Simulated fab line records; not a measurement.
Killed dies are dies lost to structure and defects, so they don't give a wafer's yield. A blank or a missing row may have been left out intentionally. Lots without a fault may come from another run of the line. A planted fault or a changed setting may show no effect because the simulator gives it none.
Matching of chambers / flow nand_harc / cmp-02 running NHARC_A_STAIRCASE_CMP_472: 4 sister chambers
The step polishes SiO2. 8 wafers are shown with their chamber, then 10 later ones without.

## WAFERS, EACH WITH ITS CHAMBER
wafer=L083.1; chamber=3; motor_current_A (A)=13.1
wafer=L083.3; chamber=2; motor_current_A (A)=11.9
wafer=L083.6; chamber=3; motor_current_A (A)=12.2
wafer=L086.1; chamber=0; motor_current_A (A)=10.8
wafer=L086.2; chamber=1; motor_current_A (A)=10.3
wafer=L086.6; chamber=1; motor_current_A (A)=10.1
wafer=L087.2; chamber=2; motor_current_A (A)=12.0
wafer=L087.5; chamber=0; motor_current_A (A)=11.1

## WAFERS WITH NO CHAMBER GIVEN
wafer=L087.6; motor_current_A (A)=10.1
wafer=L089.1; motor_current_A (A)=13.0
wafer=L089.3; motor_current_A (A)=10.9
wafer=L089.5; motor_current_A (A)=10.5
wafer=L090.3; motor_current_A (A)=13.8
wafer=L090.4; motor_current_A (A)=9.9
wafer=L090.6; motor_current_A (A)=11.0
wafer=L095.1; motor_current_A (A)=11.6
wafer=L095.2; motor_current_A (A)=10.4
wafer=L095.3; motor_current_A (A)=10.2

## THE CHAMBER EACH PASSED THROUGH
wafer=L087.6; from the rows above=1; in truth=1
wafer=L089.1; from the rows above=3; in truth=3
wafer=L089.3; from the rows above=can't be placed: 0 or 1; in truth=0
wafer=L089.5; from the rows above=can't be placed: 1 or 0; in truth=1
wafer=L090.3; from the rows above=3; in truth=3
wafer=L090.4; from the rows above=1; in truth=1
wafer=L090.6; from the rows above=0; in truth=0
wafer=L095.1; from the rows above=can't be placed: 2 or 0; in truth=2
wafer=L095.2; from the rows above=can't be placed: 1 or 0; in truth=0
wafer=L095.3; from the rows above=1; in truth=1
Correct placement for 6 of the 10. From these rows, 4 cannot be placed; in 4 the true chamber is one of the candidates. 0 placed wrongly.
How it was worked out, from the rows above alone: a wafer's distance from a chamber is the root of the sum, over the readings, of the square of ((its reading less the chamber's mean) divided by the reading's scatter). The wafer belongs to the nearest chamber; if the next one is less than 2 further off, it can't be placed. The mean given for a chamber averages the wafers shown for that chamber. The scatter: take each reading less its chamber's mean, square it, sum over the shown wafers, divide by the number of wafers less the number of chambers, and take the root.
